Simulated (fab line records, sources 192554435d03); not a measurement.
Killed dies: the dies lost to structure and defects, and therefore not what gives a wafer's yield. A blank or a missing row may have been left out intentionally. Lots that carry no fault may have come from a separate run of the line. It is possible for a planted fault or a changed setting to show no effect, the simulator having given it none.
Which tool was responsible?	flow n5-finfet	69 wafers from 23 lots sampled at 6 of the route's 1938 steps

## WHAT THE GAUGES READ, wafer by wafer
N5_FIN_SAQP_CD_MEAS_31: the cd target is 8 nm.
lot	measured	on	cd-nm (nm)
L074	day 2 03:03	cd-sem-02	8.04 8.27 7.83
L075	day 2 08:48	cd-sem-02	7.96 7.99 8.04
L076	day 2 13:26	cd-sem-03	8.39 7.95 8.04
L077	day 2 21:41	cd-sem-01	8.14 7.90 8.03
L078	day 3 03:16	cd-sem-01	8.11 7.79 8.43
L079	day 3 12:14	cd-sem-03	8.26 8.11 8.07
L080	day 3 16:22	cd-sem-03	8.19 8.06 7.81
L081	day 3 21:17	cd-sem-02	8.30 8.02 8.08
L082	day 4 03:51	cd-sem-01	8.16 7.78 8.65
L083	day 4 08:41	cd-sem-01	7.89 8.03 8.11
L084	day 4 13:30	cd-sem-03	7.78 8.07 8.24
L085	day 4 22:13	cd-sem-01	7.97 7.94 7.98
L086	day 5 02:59	cd-sem-03	8.16 7.80 8.14
L087	day 5 09:38	cd-sem-03	7.89 7.73 7.69
L088	day 5 14:35	cd-sem-02	7.87 7.90 8.25
L089	day 5 19:08	cd-sem-03	7.83 8.00 7.32
L090	day 6 02:01	cd-sem-03	7.99 8.27 8.31
L091	day 6 07:40	cd-sem-03	8.23 8.20 7.98
L093	day 6 19:58	cd-sem-01	7.99 8.11 8.43
L094	day 7 01:29	cd-sem-01	8.38 8.40 8.00
L095	day 7 07:20	cd-sem-01	8.08 7.62 7.67
L096	day 7 14:43	cd-sem-01	8.24 8.17 8.05
L097	day 7 19:55	cd-sem-01	8.68 8.30 8.03

## WHAT TOOL EACH LOT RAN ON (gives the tool, then ch and the chambers of the sampled wafers, and finally the start)
lot	N5_PMOS_HMC_CHANNEL_EPI_ETCH_38	N5_FIN_SAQP_PECVD_47	N5_FIN_SAQP_ETCH_51	N5_FIN_SAQP_MANDREL_ETCH_22	N5_FIN_SAQP_MANDREL2_REMOVE_60
L074	rie-si-02 ch 0,1,3, day 1 18:04	pecvd-04 ch 0,1,2, day 1 21:01	rie-diel-01 ch 0,1,2, day 1 22:08	rie-si-06 ch 0,1,2, day 1 22:23	rie-si-04 ch 0,1, day 2 02:56
L075	rie-si-05 ch 0,1, day 2 01:18	pecvd-01 ch 0,1, day 2 04:17	rie-diel-04 ch 2,3, day 2 05:11	rie-si-06 ch 0,2,3, day 2 05:26	rie-si-03 ch 1,2, day 2 08:41
L076	rie-si-01 ch 0,2,3, day 2 05:57	pecvd-04 ch 1,2, day 2 08:56	rie-diel-04 ch 0,1, day 2 09:37	rie-si-04 ch 0,3, day 2 09:52	rie-si-06 ch 0,2,3, day 2 13:20
L077	rie-si-01 ch 0,1, day 2 11:37	pecvd-04 ch 0,1, day 2 15:49	rie-diel-04 ch 1,3, day 2 17:07	rie-si-04 ch 0,1, day 2 17:22	rie-si-04 ch 1,3, day 2 21:34
L078	rie-si-02 ch 2,3, day 2 17:55	pecvd-01 ch 0,1, day 2 20:53	rie-diel-04 ch 1,3, day 2 23:00	rie-si-06 ch 1,2,3, day 2 23:15	rie-si-04 ch 1,2, day 3 03:10
L079	rie-si-05 ch 1,2,3, day 3 03:08	pecvd-01 ch 0,2, day 3 06:07	rie-diel-04 ch 1,2, day 3 07:40	rie-si-06 ch 1,2,3, day 3 07:55	rie-si-06 ch 0,2,3, day 3 12:07
L080	rie-si-01 ch 2,3, day 3 07:27	pecvd-01 ch 0,1,2, day 3 10:35	rie-diel-01 ch 1,2,3, day 3 12:17	rie-si-04 ch 0,3, day 3 12:30	rie-si-04 ch 0,1,3, day 3 16:14
L081	rie-si-05 ch 2,3, day 3 13:15	pecvd-01 ch 1,2, day 3 16:14	rie-diel-04 ch 0,1,2, day 3 17:22	rie-si-04 ch 0,3, day 3 17:36	rie-si-03 ch 0,2, day 3 21:10
L082	rie-si-02 ch 0,1,3, day 3 19:27	pecvd-01 ch 0,1, day 3 22:43	rie-diel-04 ch 0,1, day 3 23:30	rie-si-04 ch 0,2,3, day 3 23:45	rie-si-03 ch 0,1, day 4 03:44
L083	rie-si-01 ch 0,1,3, day 4 00:51	pecvd-02 ch 0,1,2, day 4 04:15	rie-diel-01 ch 1,2, day 4 05:02	rie-si-03 ch 0,2,3, day 4 05:17	rie-si-04 ch 1,3, day 4 08:35
L084	rie-si-02 ch 1,2,3, day 4 05:43	pecvd-02 ch 1,2, day 4 09:05	rie-diel-04 ch 0,1, day 4 09:56	rie-si-06 ch 1,2, day 4 10:11	rie-si-04 ch 0,2,3, day 4 13:23
L085	rie-si-02 ch 0,1,2, day 4 11:56	pecvd-04 ch 1,2, day 4 14:54	rie-diel-06 ch 0,1,2, day 4 15:43	rie-si-03 ch 0,3, day 4 15:58	rie-si-04 ch 0,3, day 4 22:07
L086	rie-si-02 ch 1,2,3, day 4 17:26	pecvd-02 ch 0,1, day 4 22:05	rie-diel-06 ch 0,1, day 4 23:04	rie-si-04 ch 0,2,3, day 4 23:19	rie-si-06 ch 2,3, day 5 02:52
L087	rie-si-02 ch 1,2,3, day 5 01:58	pecvd-01 ch 0,2, day 5 05:00	rie-diel-04 ch 0,1, day 5 05:43	rie-si-06 ch 0,3, day 5 05:58	rie-si-06 ch 2,3, day 5 09:32
L088	rie-si-05 ch 0,1, day 5 06:13	pecvd-01 ch 0,1,2, day 5 09:23	rie-diel-01 ch 0,3, day 5 10:02	rie-si-03 ch 0,1,2, day 5 10:17	rie-si-03 ch 0,1, day 5 14:29
L089	rie-si-02 ch 1,2,3, day 5 11:39	pecvd-04 ch 0,2, day 5 14:39	rie-diel-04 ch 1,3, day 5 15:26	rie-si-03 ch 0,1,3, day 5 15:41	rie-si-06 ch 1,3, day 5 19:02
L090	rie-si-02 ch 1,2,3, day 5 17:40	pecvd-01 ch 1,2, day 5 21:08	rie-diel-04 ch 0,1, day 5 22:14	rie-si-03 ch 0,1,2, day 5 22:29	rie-si-03 ch 1,2,3, day 6 01:53
L091	rie-si-05 ch 1,2,3, day 6 00:10	pecvd-02 ch 0,1,2, day 6 03:20	rie-diel-04 ch 0,1,3, day 6 04:00	rie-si-06 ch 0,1,3, day 6 04:16	rie-si-03 ch 1,2, day 6 07:34
L093	rie-si-05 ch 0,1,3, day 6 11:53	pecvd-02 ch 0,1,2, day 6 15:07	rie-diel-01 ch 1,2, day 6 15:55	rie-si-06 ch 0,1, day 6 16:09	rie-si-03 ch 1,2, day 6 19:51
L094	rie-si-05 ch 0,1,3, day 6 17:56	pecvd-01 ch 0,1,2, day 6 20:55	rie-diel-06 ch 0,2,3, day 6 21:34	rie-si-06 ch 0,1,2, day 6 21:49	rie-si-03 ch 0,2,3, day 7 01:23
L095	rie-si-05 ch 1,2,3, day 6 23:53	pecvd-04 ch 0,1, day 7 02:51	rie-diel-04 ch 2,3, day 7 03:38	rie-si-06 ch 0,1,3, day 7 03:53	rie-si-06 ch 0,1,2, day 7 07:13
L096	rie-si-02 ch 0,1,2, day 7 06:45	pecvd-04 ch 0,1,2, day 7 09:55	rie-diel-01 ch 0,1,3, day 7 10:41	rie-si-06 ch 0,1,3, day 7 10:56	rie-si-03 ch 0,2,3, day 7 14:37
L097	rie-si-05 ch 1,2,3, day 7 11:56	pecvd-02 ch 0,1, day 7 15:01	rie-diel-04 ch 0,1, day 7 15:55	rie-si-06 ch 0,3, day 7 16:10	rie-si-03 ch 0,3, day 7 19:48
- N5_PMOS_HMC_CHANNEL_EPI_ETCH_38: etches SiO2 in CF4, target depth 1.5 nm.
- N5_FIN_SAQP_PECVD_47: deposits a-Si from SiH4/He, target thk 45 nm, time 36.3 s.
- N5_FIN_SAQP_ETCH_51: etches SiARC in CF4, target depth 45.5 nm, time 75.8 s.
- N5_FIN_SAQP_MANDREL_ETCH_22: etches a-Si in HBr/Cl2, stops on SiNx, target depth 60 nm, bt time 10 s, time 30 s.
- N5_FIN_SAQP_MANDREL2_REMOVE_60: chemistry HBr/Cl2/O2, target a-Si, stops on SiNx, bt time 10 s.

## WHAT THE TOOLS THEMSELVES READ (means of the sampled wafers that have a number; where no wafer has one, the mark that the record gives instead)
N5_PMOS_HMC_CHANNEL_EPI_ETCH_38.
lot	tool	drypump-motor-current-A (A)	oes-product-au (a.u.)	throttle-valve-pct (%)
L074	rie-si-02	5.2	1.001	21.50
L075	rie-si-05	5.5	0.992	21.56
L076	rie-si-01	5.6	0.981	21.73
L077	rie-si-01	5.9	1.009	21.35
L078	rie-si-02	5.4	1.017	21.51
L079	rie-si-05	5.6	0.974	21.86
L080	rie-si-01	5.9	0.990	22.04
L081	rie-si-05	5.8	0.985	21.90
L082	rie-si-02	5.2	0.999	21.50
L083	rie-si-01	6.1	1.005	21.65
L084	rie-si-02	5.4	0.998	21.51
L085	rie-si-02	5.3	0.992	21.52
L086	rie-si-02	5.3	1.006	21.52
L087	rie-si-02	5.3	0.995	21.52
L088	rie-si-05	5.5	0.988	21.57
L089	rie-si-02	5.3	0.996	21.52
L090	rie-si-02	5.3	1.001	21.51
L091	rie-si-05	5.6	0.979	21.86
L093	rie-si-05	5.5	0.990	21.67
L094	rie-si-05	5.6	0.988	21.65
L095	rie-si-05	5.6	0.985	21.86
L096	rie-si-02	5.3	0.998	21.52
L097	rie-si-05	5.6	0.975	21.86

N5_FIN_SAQP_PECVD_47.
lot	tool	heater-power-w (W)	showerhead-plenum-p-Torr (Torr)	throttle-valve-pct (%)
L074	pecvd-04	967	5.66	18.3
L075	pecvd-01	1045	5.64	17.7
L076	pecvd-04	894	5.65	18.6
L077	pecvd-04	1057	5.69	18.3
L078	pecvd-01	929	5.70	17.9
L079	pecvd-01	882	5.61	16.9
L080	pecvd-01	935	5.62	17.2
L081	pecvd-01	1012	5.56	17.4
L082	pecvd-01	926	5.71	18.0
L083	pecvd-02	789	5.67	18.6
L084	pecvd-02	803	5.66	18.8
L085	pecvd-04	850	5.67	18.2
L086	pecvd-02	780	5.65	19.1
L087	pecvd-01	884	5.68	17.4
L088	pecvd-01	958	5.61	17.4
L089	pecvd-04	1035	5.66	18.8
L090	pecvd-01	976	5.53	16.7
L091	pecvd-02	814	5.66	18.6
L093	pecvd-02	784	5.67	18.8
L094	pecvd-01	979	5.62	17.4
L095	pecvd-04	920	5.69	18.1
L096	pecvd-04	894	5.66	18.4
L097	pecvd-02	815	5.66	19.0

N5_FIN_SAQP_ETCH_51.
lot	tool	drypump-motor-current-A (A)	etch-rf-on-time-s (s)	mfc-ar-sccm (sccm)	oes-product-au (a.u.)	rf-vpp-V (V)	showerhead-plenum-p-Torr (Torr)	throttle-valve-pct (%)
L074	rie-diel-01	5.5	75.8	100.4	0.63	184.1	2.16	15.91
L075	rie-diel-04	5.9	74.6	99.8	0.72	183.9	2.14	15.28
L076	rie-diel-04	5.7	77.0	100.0	0.62	185.0	2.16	15.53
L077	rie-diel-04	5.9	77.4	99.9	0.69	183.5	2.11	15.35
L078	rie-diel-04	5.9	77.5	100.0	0.69	183.2	2.11	15.34
L079	rie-diel-04	5.4	72.6	100.0	0.65	184.6	2.20	15.41
L080	rie-diel-01	5.6	76.5	100.2	0.68	184.8	2.15	15.84
L081	rie-diel-04	5.7	74.0	99.8	0.70	185.7	2.19	15.36
L082	rie-diel-04	5.9	74.8	100.1	0.74	185.1	2.17	15.31
L083	rie-diel-01	5.7	77.2	100.3	0.63	184.3	2.16	15.93
L084	rie-diel-04	5.7	75.9	99.8	0.69	184.8	2.16	15.43
L085	rie-diel-06	5.8	75.4	99.8	0.70	183.9	2.17	15.59
L086	rie-diel-06	5.7	77.3	99.7	0.70	184.9	2.14	15.39
L087	rie-diel-04	5.7	75.0	100.3	0.67	184.2	2.15	15.44
L088	rie-diel-01	5.4	75.0	100.1	0.77	184.2	2.17	15.53
L089	rie-diel-04	5.9	76.7	100.3	0.67	183.4	2.10	15.40
L090	rie-diel-04	5.9	74.9	99.9	0.72	184.4	2.17	15.33
L091	rie-diel-04	5.9	76.9	99.9	0.69	184.2	2.13	15.37
L093	rie-diel-01	5.7	78.1	100.3	0.61	184.3	2.16	15.99
L094	rie-diel-06	5.8	74.6	100.0	0.72	183.9	2.15	15.44
L095	rie-diel-04	5.7	72.8	99.8	0.65	184.3	2.17	15.40
L096	rie-diel-01	5.4	75.1	99.9	0.71	184.5	2.19	15.67
L097	rie-diel-04	5.9	75.0	100.2	0.70	184.2	2.16	15.36

N5_FIN_SAQP_MANDREL_ETCH_22.
lot	tool	drypump-motor-current-A (A)	mfc-cl2-sccm (sccm)	oes-product-au (a.u.)	throttle-valve-pct (%)
L074	rie-si-06	5.9	80.12	0.753	35.3
L075	rie-si-06	5.8	80.09	0.769	35.1
L076	rie-si-04	6.0	80.26	0.784	35.7
L077	rie-si-04	5.5	80.19	0.779	35.3
L078	rie-si-06	6.0	80.31	0.768	35.0
L079	rie-si-06	6.0	80.01	0.769	35.0
L080	rie-si-04	6.1	79.95	0.775	35.7
L081	rie-si-04	6.2	79.96	0.771	35.6
L082	rie-si-04	6.1	80.03	0.771	35.6
L083	rie-si-03	5.4	80.09	0.761	35.7
L084	rie-si-06	6.0	79.94	0.766	35.4
L085	rie-si-03	5.3	80.06	0.751	35.7
L086	rie-si-04	6.2	80.06	0.786	35.6
L087	rie-si-06	5.8	79.94	0.767	34.7
L088	rie-si-03	5.7	80.00	0.763	35.7
L089	rie-si-03	5.7	79.85	0.764	35.5
L090	rie-si-03	5.7	79.60	0.772	35.7
L091	rie-si-06	5.9	79.70	0.765	34.8
L093	rie-si-06	6.0	80.21	0.755	34.9
L094	rie-si-06	5.9	79.87	0.759	35.2
L095	rie-si-06	5.9	79.89	0.759	34.8
L096	rie-si-06	5.9	80.02	0.755	34.8
L097	rie-si-06	5.9	79.87	0.772	34.7

N5_FIN_SAQP_MANDREL2_REMOVE_60.
lot	tool	O2_flow_sccm (sccm)	drypump-motor-current-A (A)	mfc-cl2-sccm (sccm)	oes-product-au (a.u.)	throttle-valve-pct (%)
L074	rie-si-04	5.007	6.0	79.80	1.013	36.8
L075	rie-si-03	4.993	6.2	79.87	0.997	36.8
L076	rie-si-06	4.995	5.8	79.96	0.986	36.5
L077	rie-si-04	5.003	5.6	79.96	1.017	37.0
L078	rie-si-04	5.028	5.8	80.10	1.020	36.8
L079	rie-si-06	5.003	5.8	80.08	0.995	36.5
L080	rie-si-04	4.998	5.8	79.77	1.002	36.9
L081	rie-si-03	4.988	5.2	79.71	0.977	37.3
L082	rie-si-03	5.019	5.6	80.21	0.985	37.1
L083	rie-si-04	5.000	5.6	79.93	1.010	37.0
L084	rie-si-04	5.000	6.1	80.16	1.011	37.0
L085	rie-si-04	5.006	6.2	80.17	1.010	37.0
L086	rie-si-06	4.999	6.0	80.12	1.008	36.6
L087	rie-si-06	5.013	5.9	80.05	0.999	36.2
L088	rie-si-03	4.988	6.0	80.00	0.988	36.8
L089	rie-si-06	4.999	6.0	80.24	0.991	35.8
L090	rie-si-03	4.990	5.9	80.00	0.998	36.8
L091	rie-si-03	5.010	6.2	79.77	0.997	36.8
L093	rie-si-03	5.001	5.8	79.92	1.004	37.1
L094	rie-si-03	5.002	5.4	80.08	0.991	37.1
L095	rie-si-06	4.999	5.9	79.90	0.985	36.6
L096	rie-si-03	5.003	5.4	80.01	0.990	37.1
L097	rie-si-03	4.991	5.3	80.15	0.980	37.1

## THE ANSWER, worked out from the rows above alone
Rule: the usual values come from the lots themselves. Put in order of their means at a reading, lots are off if they are a third of the lots or fewer, leave a main group of 4 or more, and stand apart from it by a gap of 3 or more times the standard deviation of the main group's means; of several such gaps the widest counts. Not used: any main group whose means are identical at the precision the tables above print for the reading. Also off: a lot with no number at a reading for which 4 or more lots have one. Any other lot the step has rows for is counted as sound. After the gauges, taken in route order, come the tools' own readings; for these a lot's mean is taken, as printed above. At the first step where some lot is off, the reading lying furthest off is the one used; lots without a number count as furthest.
No lot is off at any reading shown: from this, nothing can be told.

## WHAT THE SIMULATOR PUT IN
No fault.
